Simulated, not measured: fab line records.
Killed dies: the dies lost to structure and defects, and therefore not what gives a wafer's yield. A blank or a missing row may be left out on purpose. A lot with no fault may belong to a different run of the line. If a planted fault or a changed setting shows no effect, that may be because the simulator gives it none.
fab line records    flow n5Finfet
[record] lots = 9  wafers = 27  lastDay = 17
route steps=1938 shown FIN_SAQP@115
lots with no fault: from the same line, run without faults
startH: the number of hours between the record's first day and the start of the first shown wafer of the lot    waitH: hours since the lot's step before    " identical to the entry in the row above    L1.1+2: a row that stands for several wafers    - no value, or no start given    * or withheld: withheld    < > ~ a bound
route shown NAME@n: NAME is a module with steps in the file, n the number in the route of the first one    usual: average and standard deviation across the fault-free wafers    same: alike in all rows    chamber/n: place in a boat    sites: readings site by site    _std_site: standard deviation across them    _edge_site: the outer-site mean with the inner-site mean subtracted    radiusMm: how far each site lies from the wafer's centre    mask NAME#n: copy n    behind: the most recent tool/chamber to have shaped the wafer    hold: why the lot went on hold/how many hours it stayed there/how the hold came to an end    device: names the non-switching transistor (n, p or np)    end of line: the route-end tests of the same wafers    a step without rows: its recipe alone    killed: dies lost to structure and defects at the first sort, not the wafer's yield    map: per-die view of a wafer (x killed, . not killed, _ where there is no die)
set.NAME: the setting that was run; set.NAME@STEP: the one run at that earlier step    model.NAME: the simulator's own value behind a step, which no gauge read
a sample of lots followed through the steps of the route, with each step as a table and each wafer as a row
services: the hour from which a tool's chamber was out of use, counted from the record's first day as startH (under 0 if before that day), plus the number of hours and why
[[steps]]
[step N5_FIN_SAQP_ETCH_51]
[recipe] chemistry = CF4  target = SiARC  targetDepthA = 455  maskMaterial = CAR-ArF  timeS = 75.8  ionEnergyEv = 80  pressureMtorr = 40  sourceW = 545  biasW = 36  Ar_flow_sccm = 100  cf4FlowSccm = 100  ends = cleared
[usual] biasW = 36.02/0.1  drypumpMotorCurrentA = 5.8/0.45  etchRfOnTimeS = 75.9/1.4  oesProductAu = 0.69/0.063  rfVppV = 184.2/1.1  showerheadPlenumPTorr = 2.16/0.069  throttleValvePct = 15.67/0.23
lot.wafer  tool        chamber  startH  waitH  biasW  drypumpMotorCurrentA  etchRfOnTimeS  oesProductAu  rfHoursCounterH  rfVppV  showerheadPlenumPTorr  throttleValvePct
L327.1     rieDiel-06  3        22.87   0.0    36.04  5.4                   74.7           0.79          27               185.2   2.18                   15.32
L327.4     "           1        "       "      35.93  5.8                   75.2           0.77          27               182.9   2.10                   15.72
L327.5     "           2        "       "      36.05  6.8                   76.4           0.68          -                184.1   2.16                   15.99
L331.1     rieDiel-06  2        47.68   0.0    36.18  6.8                   76.7           0.67          129              184.5   2.15                   15.99
L331.4     "           0        "       "      35.97  5.7                   74.4           0.70          92               183.6   2.16                   15.61
L331.5     "           2        "       "      36.20  6.8                   76.0           0.67          -                183.5   2.15                   16.01
L332.2     rieDiel-03  1        52.81   0.0    36.18  5.8                   77.9           0.60          241              182.4   2.03                   15.68
L332.4     "           0        "       "      35.98  6.0                   75.3           0.64          174              184.6   2.22                   15.87
L332.6     "           2        "       "      35.96  5.6                   74.6           0.74          -                185.6   2.26                   15.63
L333.1     rieDiel-06  2        60.35   0.0    36.03  6.8                   77.1           0.67          135              183.1   2.15                   16.00
L333.2     "           0        "       "      35.91  5.8                   77.0           0.68          97               186.0   2.16                   15.61
L333.5     "           3        "       "      36.09  5.4                   74.7           0.76          -                183.0   2.18                   15.35
L334.1     rieDiel-06  3        64.86   0.0    36.04  5.4                   74.3           0.77          45               184.5   2.18                   15.35
L334.2     "           0        "       "      36.03  5.8                   75.8           0.68          99               185.3   2.16                   15.62
L334.5     "           3        "       "      35.99  5.4                   74.9           0.77          -                183.3   2.18                   15.34
L340.3     rieDiel-06  1        99.91   0.0    36.07  5.8                   74.7           0.74          56               185.0   2.09                   15.78
L340.5     "           1        "       "      36.11  5.8                   74.8           0.73          -                185.0   2.09                   15.76
L340.6     "           2        "       "      36.18  6.9                   76.5           0.65          -                185.0   2.15                   16.03
L342.1     rieDiel-03  0        112.60  0.0    36.00  6.0                   77.3           0.62          198              184.8   2.22                   15.93
L342.4     "           2        "       "      35.95  5.6                   76.3           0.71          82               185.5   2.25                   15.69
L342.6     "           2        "       "      36.24  5.6                   76.1           0.71          -                185.6   2.25                   15.67
L345.1     rieDiel-06  0        130.15  0.0    36.05  5.8                   76.5           0.66          122              184.7   2.15                   15.67
L345.4     "           3        "       "      36.11  5.4                   74.7           0.74          68               183.6   2.17                   15.40
L345.5     "           0        "       "      35.94  5.8                   76.1           0.66          -                183.9   2.15                   15.69
L346.1     rieDiel-03  2        136.93  0.0    36.05  5.6                   76.1           0.70          91               183.8   2.25                   15.71
L346.4     "           1        "       "      35.94  5.8                   77.4           0.79          19               185.5   2.28                   15.27
L346.6     "           2        "       "      36.02  5.6                   76.0           0.70          -                184.5   2.24                   15.70
[step N5_FIN_SAQP_RECESS_63]
[recipe] chemistry = HF/NH3  target = SiO2  targetDepthA = 180  afsCycles = 3  tempC = 30  sublimationTempC = 180  sublimationTimeS = 60
[usual] drypumpMotorCurrentA = 6.0/0.5  forelinePTorr = 0.1281/0.00062
lot.wafer  tool          chamber  startH  waitH  drypumpMotorCurrentA  forelinePTorr
L327.1     vaporEtch-01  1        27.07   0.1    6.3                   0.1285
L327.4     "             1        "       "      6.3                   0.1286
L327.5     "             0        "       "      6.5                   0.1278
L331.1     vaporEtch-01  1        50.20   0.1    6.3                   0.1289
L331.4     "             0        "       "      6.5                   0.1263
L331.5     "             1        "       "      6.3                   0.1275
L332.2     vaporEtch-01  0        55.75   0.1    6.5                   0.1283
L332.4     "             0        "       "      6.5                   0.1287
L332.6     "             1        "       "      6.3                   0.1302
L333.1     vaporEtch-01  1        63.70   0.1    6.3                   0.1262
L333.2     "             0        "       "      6.5                   0.1290
L333.5     "             1        "       "      6.3                   0.1273
L334.1     vaporEtch-02  0        67.55   0.1    5.2                   0.1280
L334.2     "             1        "       "      6.0                   0.1281
L334.5     "             1        "       "      6.0                   0.1278
L340.3     vaporEtch-01  1        102.27  0.2    6.3                   0.1267
L340.5     "             0        "       "      6.5                   0.1282
L340.6     "             1        "       "      6.4                   0.1268
L342.1     vaporEtch-01  0        115.55  0.1    6.5                   0.1283
L342.4     "             0        "       "      6.5                   0.1291
L342.6     "             0        "       "      6.5                   0.1283
L345.1     vaporEtch-01  0        132.60  0.1    6.5                   0.1271
L345.4     "             0        "       "      6.5                   0.1281
L345.5     "             0        "       "      6.5                   0.1284
L346.1     vaporEtch-01  0        139.25  0.1    6.5                   0.1272
L346.4     "             1        "       "      6.3                   0.1279
L346.6     "             0        "       "      6.5                   0.1280
[step N5_FIN_SAQP_ETCH_69]
[recipe] chemistry = N2/H2  target = SOC  targetDepthA = 1500  stopOn = SiNx  ionEnergyEv = 100  biasW = 61  pressureMtorr = 30  sourceW = 850  n2FlowSccm = 200  h2FlowSccm = 200
[usual] biasW = 61.03/0.19  drypumpMotorCurrentA = 5.7/0.41  n2FlowSccm = 200.0/0.6  oesProductAu = 0.81/0.077  rfVppV = 240.9/1.4  showerheadPlenumPTorr = 2.57/0.089  throttleValvePct = 17.83/0.26
lot.wafer  tool        chamber  startH  waitH  biasW  drypumpMotorCurrentA  n2FlowSccm  oesProductAu  rfHoursCounterH  rfVppV  showerheadPlenumPTorr  throttleValvePct
L327.1     rieDiel-06  2        27.52   -      61.20  6.9                   200.9       0.78          123              240.7   2.54                   18.01
L327.4     "           1        "       "      61.20  5.8                   199.9       0.90          28               240.3   2.48                   18.02
L327.5     "           1        "       "      61.23  5.8                   200.1       0.89          -                238.5   2.48                   17.99
L331.1     rieDiel-06  1        50.65   -      60.92  5.8                   200.6       0.88          38               240.0   2.48                   18.02
L331.4     "           2        "       "      61.00  6.8                   200.4       0.78          130              241.2   2.54                   18.03
L331.5     "           3        "       "      61.08  5.4                   200.1       0.90          -                241.7   2.59                   17.57
L332.2     rieDiel-06  0        56.30   -      61.23  5.8                   200.4       0.80          95               238.4   2.57                   17.80
L332.4     "           1        "       "      61.03  5.8                   199.0       0.86          40               239.9   2.48                   18.03
L332.6     "           3        "       "      61.03  5.4                   197.9       0.90          -                241.7   2.59                   17.56
L333.1     rieDiel-06  3        64.30   -      60.83  5.4                   200.7       0.89          45               240.8   2.59                   17.57
L333.2     "           0        "       "      61.01  5.8                   199.5       0.79          99               241.4   2.57                   17.80
L333.5     "           1        "       "      60.90  5.8                   200.2       0.87          -                239.6   2.48                   18.03
L334.1     rieDiel-03  2        68.00   -      61.02  5.7                   200.2       0.84          65               243.0   2.69                   17.79
L334.2     "           3        "       "      61.34  5.1                   200.7       0.73          180              239.4   2.42                   17.90
L334.5     "           2        "       "      60.99  5.7                   200.6       0.84          -                241.7   2.69                   17.79
L340.3     rieDiel-03  3        102.60  -      60.96  5.1                   200.4       0.72          193              239.2   2.42                   17.94
L340.5     "           2        "       "      61.08  5.6                   200.5       0.82          -                242.6   2.68                   17.82
L340.6     "           3        "       "      61.09  5.1                   199.9       0.71          -                240.0   2.42                   17.92
L342.1     rieDiel-01  1        116.03  -      61.00  5.5                   200.3       0.83          83               239.8   2.57                   17.39
L342.4     "           3        "       "      61.03  6.1                   198.7       0.67          242              239.6   2.50                   17.70
L342.6     "           2        "       "      61.17  5.8                   200.0       0.74          -                241.5   2.65                   18.09
L345.1     rieDiel-03  1        133.12  -      60.79  5.8                   199.7       0.92          17               243.8   2.70                   17.38
L345.4     "           2        "       "      61.35  5.7                   200.7       0.81          90               242.9   2.68                   17.84
L345.5     "           1        "       "      60.88  5.8                   200.5       0.92          -                243.2   2.70                   17.36
L346.1     rieDiel-03  0        139.69  -      60.86  6.0                   199.9       0.72          207              241.4   2.62                   18.15
L346.4     "           2        "       "      60.86  5.7                   200.6       0.81          92               242.4   2.67                   17.83
L346.6     "           0        "       "      61.07  6.0                   200.0       0.71          -                242.0   2.62                   18.15
[step N5_FIN_SAQP_FIN_ETCH_36]
[recipe] chemistry = HBr/Cl2/O2  targetDepthA = 1200  maskMaterial = SiNx  timeS = 50.4  biasW = 102  pressureMtorr = 10  icpW = 800  HBr_flow_sccm = 150  Cl2_flow_sccm = 80  O2_flow_sccm = 12
[usual] HBr_flow_sccm = 150.0/0.48  biasW = 101.99/0.29  drypumpMotorCurrentA = 6.0/0.39  oesProductAu = 0.989/0.016  throttleValvePct = 36.04/0.24
lot.wafer  tool      chamber  startH  waitH  HBr_flow_sccm  biasW   drypumpMotorCurrentA  oesProductAu  rfHoursCounterH  throttleValvePct
L327.1     rieSi-05  0        30.23   0.0    149.9          101.51  5.7                   0.964         66               35.81
L327.4     "         2        "       "      149.9          101.60  6.4                   0.998         -                35.97
L327.5     "         1        "       "      150.1          101.82  6.0                   0.977         -                36.46
L331.1     rieSi-01  2        52.10   0.0    150.0          102.16  5.9                   0.974         161              35.76
L331.4     "         0        "       "      149.4          101.79  6.0                   1.003         24               36.24
L331.5     "         0        "       "      149.7          101.89  6.0                   0.999         -                36.26
L332.2     rieSi-01  0        59.54   0.0    149.8          102.22  6.0                   0.998         24               36.22
L332.4     "         3        "       "      150.7          102.01  6.7                   0.980         6                35.67
L332.6     "         3        "       "      150.0          101.86  6.7                   0.974         -                35.69
L333.1     rieSi-01  3        65.67   0.0    150.5          101.74  6.7                   0.991         6                35.66
L333.2     "         2        "       "      149.3          114.01  5.9                   1.011         161              35.72
L333.5     "         3        "       "      149.9          101.41  6.7                   0.986         -                35.67
L334.1     rieSi-01  2        69.55   0.0    150.8          113.77  5.9                   1.009         162              35.70
L334.2     "         3        "       "      150.3          102.09  6.7                   0.985         6                35.66
L334.5     "         3        "       "      149.8          101.62  6.7                   0.978         -                35.67
L340.3     rieSi-02  3        103.76  0.0    150.3          102.56  5.8                   0.991         30               36.11
L340.5     "         0        "       "      149.6          102.15  5.1                   0.998         -                36.11
L340.6     "         1        "       "      150.4          101.98  6.4                   1.008         -                36.03
L342.1     rieSi-02  1        117.20  0.0    148.9          101.73  6.4                   1.002         60               36.05
L342.4     "         2        "       "      150.2          102.87  5.6                   0.971         39               36.25
L342.6     "         3        "       "      149.3          102.24  5.8                   0.983         -                36.13
L345.1     rieSi-05  3        134.78  0.0    149.2          101.86  5.8                   0.975         159              36.04
L345.4     "         2        "       "      150.9          102.00  6.4                   1.016         62               35.97
L345.5     "         1        "       "      150.1          102.08  6.0                   0.968         -                36.46
L346.1     rieSi-05  2        141.21  0.0    149.7          102.00  6.5                   1.000         62               35.98
L346.4     "         3        "       "      150.1          101.94  5.8                   0.974         159              36.01
L346.6     "         1        "       "      149.6          102.32  6.0                   0.968         -                36.45
[step N5_FIN_SAQP_OCD_MEAS_76]
[usual] trenchDepthNm = 119.6/1.1
lot.wafer  tool    chamber  startH  waitH  trenchDepthNm
L327.1     ocd-02  -        30.45   0.0    119.1
L327.4     "       -        "       "      118.0
L327.5     "       -        "       "      119.0
L331.1     ocd-02  -        52.32   0.0    117.8
L331.4     "       -        "       "      119.3
L331.5     "       -        "       "      117.1
L332.2     ocd-02  -        59.76   0.0    118.6
L332.4     "       -        "       "      119.9
L332.6     "       -        "       "      118.8
L333.1     ocd-02  -        65.89   0.0    120.5
L333.2     "       -        "       "      123.2
L333.5     "       -        "       "      119.1
L334.1     ocd-02  -        69.77   0.0    124.3
L334.2     "       -        "       "      120.4
L334.5     "       -        "       "      119.4
L340.3     ocd-02  -        103.99  0.0    120.6
L340.5     "       -        "       "      119.1
L340.6     "       -        "       "      121.5
L342.1     ocd-02  -        117.42  0.0    120.5
L342.4     "       -        "       "      119.4
L342.6     "       -        "       "      119.0
L345.1     ocd-01  -        135.00  0.0    119.5
L345.4     "       -        "       "      119.9
L345.5     "       -        "       "      119.1
L346.1     ocd-01  -        141.43  0.0    118.7
L346.4     "       -        "       "      120.2
L346.6     "       -        "       "      119.4
[[services]]
tool          chamber  startH  hours  kind
rieDiel-06    3        -0.02   2.0    repair
vaporEtch-01  -        8.67    2.8    pm
rieSi-05      2        11.51   2.9    repair
rieDiel-01    0        22.00   9.5    repair
rieSi-05      3        27.70   10.3   repair
rieDiel-06    2        33.40   8.3    repair
rieDiel-01    -        36.17   0.3    repair
vaporEtch-02  1        37.15   8.6    repair
rieDiel-01    -        42.23   28.1   pm
rieSi-05      1        50.76   3.5    repair
rieDiel-03    3        57.16   4.1    repair
rieSi-01      1        62.65   3.2    repair
rieDiel-03    -        65.58   0.2    repair
rieDiel-01    0        70.33   -      clean
rieDiel-01    0        70.33   -      consumableReplace:focusRing
rieDiel-03    1        71.21   -      clean
rieDiel-03    1        71.21   -      consumableReplace:focusRing
rieDiel-03    1        71.21   -      consumableReplace:showerhead
rieDiel-03    1        71.21   12.9   scheduledDown
rieDiel-03    1        71.21   12.9   ventCycle
rieSi-05      0        104.99  4.3    repair
rieDiel-01    3        105.15  7.8    repair
vaporEtch-02  -        115.18  0.1    repair
rieSi-02      2        134.57  9.6    repair
[[key]]
[firstSign] step = N5_FIN_SAQP_FIN_ETCH_36  reading = biasW  direction = up  sigmas = 42  usual = *  struck = *
[effect] step = N5_FIN_SAQP_OCD_MEAS_76  reading = trenchDepthNm  direction = up  sigmas = 3.7  usual = 119.6  struck = 123.8
metAt N5_FIN_SAQP_FIN_ETCH_36
struckLots L333,L334
struckWafers L333.2,L334.1
rowsEnd L333.2,L334.1
notActingAt N5_FIN_SAQP_ETCH_51,N5_FIN_SAQP_RECESS_63,N5_FIN_SAQP_ETCH_69
onsetBetween 52.10 65.67
[fault] kind = processParameterDrift  tool = rieSi-01  chamber = 2  onsetH = 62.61  steps = N5_FIN_SAQP_FIN_ETCH_36  channel = biasW  offset = *  shape = step  actsIn = *  stated = *
// rowsEnd: these wafers met a further fault down the route, and their rows from its step on are left out
